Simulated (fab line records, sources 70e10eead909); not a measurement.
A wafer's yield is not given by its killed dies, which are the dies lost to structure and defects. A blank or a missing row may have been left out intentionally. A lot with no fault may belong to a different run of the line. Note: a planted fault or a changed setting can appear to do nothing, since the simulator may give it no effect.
Struck lot and sound lot, side by side + flow nandHarc + 15 out of 1302 route steps
Sound: the wafers L359.1, L359.3, L359.5. Struck: wafer L360.5 (left out: L360.2, a lot-mate that was not struck); the cause follows at the end.
Order at every step that has rows: each side's tool, ch and its chambers, its first start. Under that, the readings that differ: sound wafers + struck wafers + difference of the means + sigmas: that difference in standard deviations of wafers without a fault.
alike: words and numbers the same on both sides, and readings whose means are apart by under 2 such deviations; not compared: readings that were withheld, readings missing a value for some wafer, numbers with overlapping values and no deviation given by the record, and bounds like >300 which may hide the same value.
The two part at a step that has a row with sigmas, a row that says differs or no value, or rows on one side only. Numbers that have no deviation but don't overlap get no sigmas and don't part them. Lack of a reading on every wafer of one side parts them only where that side has two or more wafers.

first, 6 steps without rows for these wafers: NHARC_A_DECK1_JOINT_CVD_34 (deposits SiNx, target thk 20 nm); NHARC_A_DECK1_JOINT_DEP_06 (deposits SiOx, target thk 80 nm); NHARC_A_DECK1_JOINT_CURE_26 (time 32 s); NHARC_A_DECK1_JOINT_ANNEAL_27 (time 3600 s); NHARC_A_DECK1_JOINT_ANNEAL_28 (time 1800 s); NHARC_A_DECK1_JOINT_ANNEAL_29 (time 1800 s).
NHARC_A_DECK1_JOINT_CMP_02: polishes SiOx.
  sound on cmp-01 ch 0,1,3, day 13 06:53; struck on cmp-02 ch 3, day 14 00:22
  alike: motorCurrentA
next, for these wafers, 1 step has no rows: NHARC_A_DECK1_JOINT_SRD_15.
NHARC_A_DECK1_JOINT_DEP_16: deposits SiO2, target thk 45 nm.
  sound on pecvd-03 ch 0,2, day 13 07:14; struck on pecvd-02 ch 0, day 14 00:43
| reading              | sound          | struck | difference | sigmas |
|----------------------|----------------|--------|------------|--------|
| throttleValvePct (%) | 15.7 16.2 15.7 | 16.6   | +0.7       | +2     |
  alike: heaterPowerW, mfcPrecursorSccm
NHARC_A_DECK1_JOINT_THK_MEAS_17: measures by ellipsometry.
  sound on filmMetro-02, day 13 07:31; struck on filmMetro-01, day 14 00:58
  alike: thkNm
NHARC_A_DECK1_JOINT_INSPECT_05:
  sound on defectInspect-02, day 13 07:34; struck on defectInspect-01, day 14 01:00
  alike: rawDefectCount
NHARC_A_ONON_D2_DEP_00: target thk 1000 nm.
  sound on pecvdOnon-01 ch 0, day 13 07:38; struck on pecvdOnon-01 ch 0, day 14 01:07
  alike: n2FlowSccm
NHARC_A_ONON_D2_THK_MEAS_02: measures by ellipsometry.
  sound on filmMetro-02, day 13 08:08; struck on filmMetro-02, day 14 01:34
| reading    | sound          | struck | difference | sigmas |
|------------|----------------|--------|------------|--------|
| thkNm (nm) | 1012 1012 1011 | 622    | -390       | -49    |
next comes 1 step that has no rows for these wafers: NHARC_A_ONON_D2_DEP_03 (target thickness 1000 nm).
-- jump in the record: it breaks off in module A_ONON_D2 and resumes in module END (first step shown: number 1302 of the route), and 12 days separate the struck wafers' starts before and after --
NHARC_END_SORT_01:
  the record has rows for the struck wafers here (prober-02 ch 0, day 25 15:58) and none for the sound ones

WHERE THEY PART
At NHARC_A_DECK1_JOINT_DEP_16 first; at NHARC_END_SORT_01 last (within this record only).

WHY: whatever the simulator had introduced
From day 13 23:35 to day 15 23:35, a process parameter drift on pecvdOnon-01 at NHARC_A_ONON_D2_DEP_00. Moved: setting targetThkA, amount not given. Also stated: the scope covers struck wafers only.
